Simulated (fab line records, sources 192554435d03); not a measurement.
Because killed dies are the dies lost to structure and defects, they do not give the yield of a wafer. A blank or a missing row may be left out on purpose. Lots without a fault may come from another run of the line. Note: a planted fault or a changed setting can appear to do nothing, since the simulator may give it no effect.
Chamber matching ; flow n5_finfet ; N5_BEOL_M6_ETCH_61 on rie_diel-02: 4 sister chambers
The step etches SiARC in CF4, target depth 45.5 nm, time 75.8 s. 8 wafers are shown with their chamber, then 12 later ones without.

== WAFERS PAIRED WITH THEIR CHAMBERS ==
wafer;chamber;drypump_motor_current_A (A);showerhead_plenum_p_Torr (Torr)
L094.3;0;6.4;2.03
L094.4;1;6.2;2.25
L094.5;0;6.4;2.03
L085.4;2;6.0;2.23
L085.6;3;6.3;2.16
L089.3;3;6.4;2.16
L089.5;2;6.0;2.22
L089.6;1;6.2;2.25

== WAFERS WHOSE CHAMBER IS MISSING ==
wafer;drypump_motor_current_A (A);showerhead_plenum_p_Torr (Torr)
L092.2;6.0;2.22
L092.4;6.3;2.16
L092.6;6.0;2.22
L087.1;6.3;2.16
L087.2;6.4;2.03
L087.3;6.0;2.22
L096.1;6.4;2.16
L096.4;6.2;2.25
L096.5;6.0;2.22
L086.3;6.4;2.03
L086.4;6.4;2.16
L086.5;6.4;2.03

== EACH ONE'S CHAMBER ==
wafer;from the rows above;in truth
L092.2;2;2
L092.4;3;3
L092.6;2;2
L087.1;3;3
L087.2;0;0
L087.3;2;2
L096.1;3;3
L096.4;1;1
L096.5;2;2
L086.3;0;0
L086.4;3;3
L086.5;0;0
Correct placement for 12 of the 12. Left unplaced by these rows: 0. 0 placed wrongly.
How it was worked out, from the rows above alone: a wafer's distance from a chamber is the root of the sum, over the readings, of the square of ((its reading less the chamber's mean) divided by the reading's scatter). The wafer belongs to the nearest chamber; if the next one is less than 2 further off, it can't be placed. A chamber's mean is the mean of its shown wafers. The scatter: the root of (the sum of the squares of (reading less its chamber's mean) over the shown wafers, divided by (wafers less chambers)).
